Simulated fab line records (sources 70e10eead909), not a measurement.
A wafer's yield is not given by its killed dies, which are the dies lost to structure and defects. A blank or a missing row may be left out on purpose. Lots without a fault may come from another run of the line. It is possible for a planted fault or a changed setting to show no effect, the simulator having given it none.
Matching of chambers / flow nandHarc / NHARC_P_BONDPAD_CMP_19 on cmp-02: 4 sister chambers
The step polishes, t overpolish 30 s, cu recess touch 16 s, target thk 160.81 nm. 4 wafers are shown with their chamber, then 6 later ones without.

== WAFERS, EACH WITH ITS CHAMBER ==
wafer=L088.1; chamber=0; motorCurrentA (A)=13.2
wafer=L088.3; chamber=1; motorCurrentA (A)=11.4
wafer=L092.1; chamber=3; motorCurrentA (A)=11.1
wafer=L092.4; chamber=2; motorCurrentA (A)=10.9

== WAFERS MISSING THEIR CHAMBER ==
wafer=L094.3; motorCurrentA (A)=11.8
wafer=L094.4; motorCurrentA (A)=10.4
wafer=L095.1; motorCurrentA (A)=11.4
wafer=L095.4; motorCurrentA (A)=10.5
wafer=L097.3; motorCurrentA (A)=11.9
wafer=L097.4; motorCurrentA (A)=13.2

== WHICH CHAMBER EACH WENT THROUGH ==
wafer=L094.3; from the rows above=can't be placed: 1 or 3 or 2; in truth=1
wafer=L094.4; from the rows above=can't be placed: 2 or 3 or 1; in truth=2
wafer=L095.1; from the rows above=can't be placed: 1 or 3 or 2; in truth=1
wafer=L095.4; from the rows above=can't be placed: 2 or 3 or 1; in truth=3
wafer=L097.3; from the rows above=can't be placed: 1 or 3 or 2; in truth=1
wafer=L097.4; from the rows above=0; in truth=0
Placed correctly: 1 of 6. From these rows, 5 cannot be placed; in 5 the true chamber is one of the candidates. Number placed wrongly: 0.
How it was worked out, from the rows above alone: a wafer's distance from a chamber is the root of the sum, over the readings, of the square of ((its reading less the chamber's mean) divided by the reading's scatter). The wafer belongs to the nearest chamber; if the next one is less than 2 further off, it can't be placed. The mean given for a chamber averages the wafers shown for that chamber. The scatter (one wafer shown for each chamber): square how far every hidden wafer sits from the nearest shown wafer, average those squares and take the square root.
